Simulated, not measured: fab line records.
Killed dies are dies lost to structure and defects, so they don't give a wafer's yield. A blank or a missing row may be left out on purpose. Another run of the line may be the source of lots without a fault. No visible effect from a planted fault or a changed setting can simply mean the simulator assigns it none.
Matching of chambers + flow n5Finfet + pecvd-01 running N5_BEOL_M12_DEP_53: 3 sister chambers
The step deposits SiCN from 3MS/NH3, target thk 30 nm, time 10.5 s. 22 wafers are shown with their chamber, then 11 later ones without.

WAFERS WITH THEIR CHAMBER
| wafer  | chamber | throttleValvePct (%) | showerheadPlenumPTorr (Torr) |
|--------|---------|----------------------|------------------------------|
| L075.1 | 2       | 16.8                 | 4.178                        |
| L075.4 | 1       | 18.0                 | 4.200                        |
| L075.6 | 2       | 16.5                 | 4.180                        |
| L077.2 | 0       | 18.6                 | 4.165                        |
| L077.3 | 2       | 17.0                 | 4.173                        |
| L077.6 | 2       | 16.9                 | 4.171                        |
| L080.1 | 2       | 16.9                 | 4.167                        |
| L080.5 | 0       | 18.6                 | 4.156                        |
| L080.6 | 2       | 17.2                 | 4.176                        |
| L076.2 | 1       | 16.7                 | 4.203                        |
| L076.4 | 0       | 18.6                 | 4.167                        |
| L076.6 | 1       | 16.7                 | 4.196                        |
| L081.2 | 0       | 18.5                 | 4.170                        |
| L081.3 | 2       | 16.8                 | 4.186                        |
| L081.5 | 0       | 18.5                 | 4.169                        |
| L083.1 | 2       | 17.2                 | 4.198                        |
| L083.3 | 0       | 18.3                 | 4.170                        |
| L083.4 | 1       | 16.5                 | 4.189                        |
| L091.2 | 0       | 18.8                 | 4.176                        |
| L091.4 | 0       | 18.3                 | 4.170                        |
| L091.5 | 0       | 18.4                 | 4.166                        |
| L086.2 | 0       | 18.4                 | 4.171                        |

SIGNATURES (averages over the wafers above)
| reading               | chamber 0 | chamber 1 | chamber 2 | scatter within a chamber |
|-----------------------|-----------|-----------|-----------|--------------------------|
| throttleValvePct      | 18.500    | 16.975    | 16.913    | 0.326                    |
| showerheadPlenumPTorr | 4.16800   | 4.19700   | 4.17863   | 0.00732                  |
Rule: for a wafer and a chamber, the distance is found by dividing, reading by reading, the gap between the wafer's reading and the chamber's mean by the reading's scatter, squaring, summing and taking the root. The wafer belongs to the nearest chamber; if the next one is less than 2 further off, it can't be placed. The scatter is the square root of a quotient: the sum, over the shown wafers, of each reading's squared deviation from its chamber's mean, divided by wafers minus chambers.

WAFERS WITHOUT THEIR CHAMBER
| wafer  | throttleValvePct (%) | showerheadPlenumPTorr (Torr) |
|--------|----------------------|------------------------------|
| L086.3 | 18.4                 | 4.174                        |
| L086.4 | 16.9                 | 4.180                        |
| L090.2 | 16.9                 | 4.202                        |
| L090.5 | 16.8                 | 4.196                        |
| L090.6 | 17.4                 | 4.172                        |
| L096.1 | 17.2                 | 4.177                        |
| L096.2 | 18.6                 | 4.162                        |
| L096.6 | 17.3                 | 4.166                        |
| L097.1 | 18.7                 | 4.171                        |
| L097.4 | 17.1                 | 4.204                        |
| L097.6 | 18.7                 | 4.174                        |

CHAMBER TAKEN BY EACH
| wafer  | from the rows above          | in truth |
|--------|------------------------------|----------|
| L086.3 | 0                            | 0        |
| L086.4 | 2                            | 2        |
| L090.2 | 1                            | 1        |
| L090.5 | can't be placed: 1 or 2      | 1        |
| L090.6 | can't be placed: 2 or 0 or 1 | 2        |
| L096.1 | can't be placed: 2 or 1      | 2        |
| L096.2 | 0                            | 0        |
| L096.6 | can't be placed: 2 or 0      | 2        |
| L097.1 | 0                            | 0        |
| L097.4 | 1                            | 1        |
| L097.6 | 0                            | 0        |
7 of 11 placed correctly. Can't be placed from these rows: 4 (the true chamber is among the candidates in 4). Placed wrongly: 0.
